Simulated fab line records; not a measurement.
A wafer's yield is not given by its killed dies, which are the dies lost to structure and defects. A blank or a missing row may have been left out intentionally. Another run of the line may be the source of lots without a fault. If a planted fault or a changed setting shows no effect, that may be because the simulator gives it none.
Matching of chambers -- flow n5Finfet -- N5_MOL_CONTACT_COAG_ETCH_47 on rieDiel-01 has 4 sister chambers
The step etches SiNx in CH3F/O2, stops on W, target depth 27 nm. 8 wafers are shown with their chamber, then 11 later ones without.

## WAFERS PAIRED WITH THEIR CHAMBERS
wafer,chamber,rfVppV (V),showerheadPlenumPTorr (Torr)
L081.4,2,290,2.00
L083.3,3,312,1.94
L085.4,3,308,1.93
L089.1,1,304,1.95
L090.1,1,304,1.95
L090.2,2,292,1.99
L090.4,0,281,1.91
L092.1,0,282,1.91

## WAFERS WITHOUT THEIR CHAMBER
wafer,rfVppV (V),showerheadPlenumPTorr (Torr)
L092.3,290,1.99
L092.4,311,1.93
L094.1,309,1.93
L094.3,281,1.90
L094.5,280,1.90
L096.3,281,1.90
L096.5,303,1.94
L096.6,289,1.99
L097.2,305,1.94
L097.3,311,1.93
L097.5,311,1.93

## THE CHAMBER EACH PASSED THROUGH
wafer,from the rows above,in truth
L092.3,2,2
L092.4,3,3
L094.1,3,3
L094.3,0,0
L094.5,0,0
L096.3,0,0
L096.5,1,1
L096.6,2,2
L097.2,can't be placed: 1 or 3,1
L097.3,3,3
L097.5,3,3
Placed correctly: 10 of 11. Can't be placed from these rows: 1 (the true chamber is among the candidates in 1). Placed wrongly: 0.
How it was worked out, from the rows above alone: a wafer's distance from a chamber is the root of the sum, over the readings, of the square of ((its reading less the chamber's mean) divided by the reading's scatter). If the next closest chamber is less than 2 further off than the closest, the wafer can't be placed; otherwise it belongs to the closest. Each chamber's mean is taken over the wafers shown for it. The scatter: take each reading less its chamber's mean, square it, sum over the shown wafers, divide by the number of wafers less the number of chambers, and take the root.
